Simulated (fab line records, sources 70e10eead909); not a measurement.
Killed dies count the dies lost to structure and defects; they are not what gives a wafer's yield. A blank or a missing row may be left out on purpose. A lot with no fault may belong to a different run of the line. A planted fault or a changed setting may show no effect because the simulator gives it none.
Chamber matching -- flow nand_harc -- NHARC_A_BLC_STRIP_21 on rie_diel-05 has 4 sister chambers
The step strips in O2. 14 wafers are shown with their chamber, then 7 later ones without.

== WAFERS, EACH WITH ITS CHAMBER ==
wafer,chamber,showerhead_plenum_p_Torr (Torr),drypump_motor_current_A (A),throttle_valve_pct (%)
L970.2,0,3.66,5.65,17.042
L970.4,1,3.53,5.47,17.029
L970.5,0,3.66,5.68,17.045
L974.2,3,3.56,5.40,17.036
L974.3,1,3.53,5.42,17.029
L974.5,1,3.52,5.42,17.042
L977.4,2,3.67,5.58,17.033
L977.5,0,3.66,5.65,17.040
L977.6,1,3.52,5.44,17.039
L981.2,0,3.65,5.67,17.041
L981.5,3,3.56,5.41,17.041
L981.6,2,3.67,5.58,17.035
L979.4,3,3.56,5.41,17.043
L979.5,3,3.56,5.41,17.033

SIGNATURES (means of the wafers above)
reading,chamber 0,chamber 1,chamber 2,chamber 3,scatter within a chamber
showerhead_plenum_p_Torr,3.6575,3.5250,3.6700,3.5600,0.00418
drypump_motor_current_A,5.6625,5.4375,5.5800,5.4075,0.0156
throttle_valve_pct,17.04200,17.03475,17.03400,17.03825,0.00464
Rule: distance of a wafer from a chamber = root of the sum over the readings of ((wafer's reading minus chamber's mean) / reading's scatter) squared. If the next closest chamber is less than 2 further off than the closest, the wafer can't be placed; otherwise it belongs to the closest. The scatter: the root of (the sum of the squares of (reading less its chamber's mean) over the shown wafers, divided by (wafers less chambers)).

== WAFERS WITH NO CHAMBER GIVEN ==
wafer,showerhead_plenum_p_Torr (Torr),drypump_motor_current_A (A),throttle_valve_pct (%)
L979.6,3.65,5.63,17.034
L982.2,3.56,5.41,17.039
L982.3,3.52,5.39,17.042
L982.4,3.65,5.65,17.043
L988.2,3.65,5.65,17.049
L988.3,3.52,5.39,17.037
L988.4,3.56,5.39,17.047

== WHICH CHAMBER EACH WENT THROUGH ==
wafer,from the rows above,in truth
L979.6,0,0
L982.2,3,3
L982.3,1,1
L982.4,0,0
L988.2,0,0
L988.3,1,1
L988.4,3,3
7 of 7 placed correctly. Can't be placed from these rows: 0. 0 placed wrongly.
